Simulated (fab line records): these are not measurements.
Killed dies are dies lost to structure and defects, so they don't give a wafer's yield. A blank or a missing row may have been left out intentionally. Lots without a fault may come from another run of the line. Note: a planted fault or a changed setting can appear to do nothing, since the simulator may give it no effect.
Struck lot and sound lot, side by side -- flow nandHarc -- 23 steps out of a route of 1159
Sound: these wafers, L699.3, L699.4, L699.6. Struck: wafers L716.2, L716.5, L716.6. At the end, the cause is stated.
Per side, at each step with rows, come the tool, then ch with its chambers, and then its first start. Under that, the readings that differ: sound wafers -- struck wafers -- difference of the means -- sigmas: that difference in standard deviations of wafers without a fault.
alike: same words and numbers on both sides, and readings whose means sit less than 2 such deviations apart. not compared: any withheld reading, any reading some wafer has no value for, any bound like >300 that may hide the same value, and any number with overlapping values for which the record gives no deviation.
Wherever a step has rows on one side only, a row that says differs or no value, or a row with sigmas, the two part there. When numbers do not overlap yet have no deviation, they are printed without sigmas and do not part them. A reading that every wafer of one side lacks parts them only if that side has two wafers or more.

NHARC_P_M1_INSPECT_27:
  sound on defectInspect-01 at day 7 07:58; struck on defectInspect-02 at day 11 07:08
  alike: rawDefectCount
NHARC_P_M1_PRE_CLEAN_32: time 12 s.
  sound on pecvd-04 ch 0,2, day 7 08:03; struck on pecvd-03 ch 1,2, day 11 07:22
  alike: heaterPowerW
NHARC_P_M1_DEP_33: deposits SiCN, target thk 30 nm.
  sound on pecvd-04 ch 0,2, day 7 08:10; struck on pecvd-03 ch 1,2, day 11 07:30
  alike: chamberPressureTorr, heaterPowerW
then, 8 steps without rows for these wafers: NHARC_P_M2_DEP_00 (deposits SiOC, target thk 182.5 nm); NHARC_P_M2_DEHYDRATE_01 (time 120 s); NHARC_P_M2_HMDS_02 (time 30 s); NHARC_P_M2_COAT_34 (time 65 s); NHARC_P_M2_COAT_03 (resist thk 90 nm); NHARC_P_M2_SOFTBAKE_04 (time 55 s); NHARC_P_M2_EBR_05; NHARC_P_M2_EXPOSE_06 (exposes mask P M2, target cd 170 nm).
NHARC_P_M2_PEB_07: peb time 65 s.
  sound on lithoTrack-06 ch 0, day 7 09:10; struck on lithoTrack-06 ch 0, day 11 08:56
reading,sound,struck,difference,sigmas
heaterPowerTotalW (W),157.2 156.0 156.5,177.4 178.1 177.6,+21.1,+49
plateTempC (C),100.02 99.86 99.95,109.80 109.84 109.81,+9.87,+76
  alike: chillPlateTempC, resistLineTempC
then, 1 step without rows for these wafers: NHARC_P_M2_DEVELOP_08 (develop time 35 s).
NHARC_P_M2_CD_MEAS_09: target cd 170 nm.
  sound on cdSem-03 ch 0, day 7 09:15; struck on cdSem-01 ch 0, day 11 09:01
reading,sound,struck,difference,sigmas
cdNm (nm),170.9 170.2 170.5,197.8 197.8 197.9,+27.3,+59
NHARC_P_M2_OVL_MEAS_10: pitch 340 nm.
  sound on overlay-02 at day 7 09:20; struck on overlay-02 at day 11 09:07
  alike: overlayXNm, overlayYNm
NHARC_P_M2_INSPECT_11:
  sound on defectInspect-01 at day 7 09:22; struck on defectInspect-02 at day 11 09:08
  alike: rawDefectCount
NHARC_P_M2_DESCUM_14: chemistry O2, time 3 s.
  sound on rieDiel-10 ch 0,2,3, day 7 09:27; struck on rieDiel-10 ch 1,2, day 11 09:13
reading,sound,struck,difference,sigmas
model.P_M2.cdNm (nm),170.4 170.2 170,197.4 197.9 198.2,+27.6,
  alike: drypumpMotorCurrentA, mfcArSccm, oesProductAu, rfVppV, showerheadPlenumPTorr, throttleValvePct
  not compared: rfHoursCounterH
NHARC_P_M2_ETCH_35: etches the open film in N2/H2, target depth 40 nm, overetch 12 nm, time 43.94 s.
  sound on rieDiel-10 ch 2,3, day 7 09:31; struck on rieDiel-10 ch 2,3, day 11 09:20
reading,sound,struck,difference,sigmas
oesProductAu (a.u.),0.994 0.989 0.995,1.010 1.010 1.006,+0.016,+2
  alike: drypumpMotorCurrentA, mfcArSccm, rfVppV, showerheadPlenumPTorr, throttleValvePct
  not compared: rfHoursCounterH
NHARC_P_M2_ETCH_15: etches the open film in C4F8/Ar, target depth 182.5 nm, time 91.2 s.
  sound: rieDiel-10 ch 0,1,2; struck: rieDiel-10 ch 0,1
  alike: oesProductAu, rfVppV
  not compared: rfHoursCounterH
NHARC_P_M2_CD_MEAS_16:
  sound on cdSem-02 at day 7 09:45; struck on cdSem-02 at day 11 09:33
reading,sound,struck,difference,sigmas
cdNm (nm),170.0 169.9 170.0,197.6 197.8 198.7,+28.1,+41
NHARC_P_M2_STRIP_18: strips in N2/H2.
  sound on rieDiel-01 ch 2,3, day 7 09:50; struck on rieDiel-03 ch 1,2,3, day 11 09:42
reading,sound,struck,difference,sigmas
drypumpMotorCurrentA (A),5.6 5.5 5.6,6.4 6.8 6.4,+1.0,+2
  alike: mfcArSccm, oesProductAu, rfVppV, showerheadPlenumPTorr, throttleValvePct
  not compared: rfHoursCounterH
NHARC_P_M2_ETCH_28: etches the open film in CF4/N2, target depth 30 nm, time 72.99 s.
  sound: rieDiel-01 ch 1,3; struck: rieDiel-03 ch 2,3
reading,sound,struck,difference,sigmas
drypumpMotorCurrentA (A),5.7 5.6 5.7,6.7 6.7 6.4,+0.9,+2
mfcArSccm (sccm),149.5 149.5 149.7,150.7 150.9 150.5,+1.1,+2
model.P_M2.cdNm (nm),170.3 170.4 170,197.4 197.6 198.3,+27.5,
  alike: oesProductAu, rfVppV, showerheadPlenumPTorr, throttleValvePct
  not compared: rfHoursCounterH
then, 1 step without rows for these wafers: NHARC_P_M2_STRIP_19 (strips in post etch residue remover, time 600 s).

## WHERE THEY PART
Earliest at NHARC_P_M2_PEB_07; latest, in this record, at NHARC_P_M2_ETCH_28.

WHY: the cause the simulator had injected
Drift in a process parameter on lithoTrack-06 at NHARC_P_M2_PEB_07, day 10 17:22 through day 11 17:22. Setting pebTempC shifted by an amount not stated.
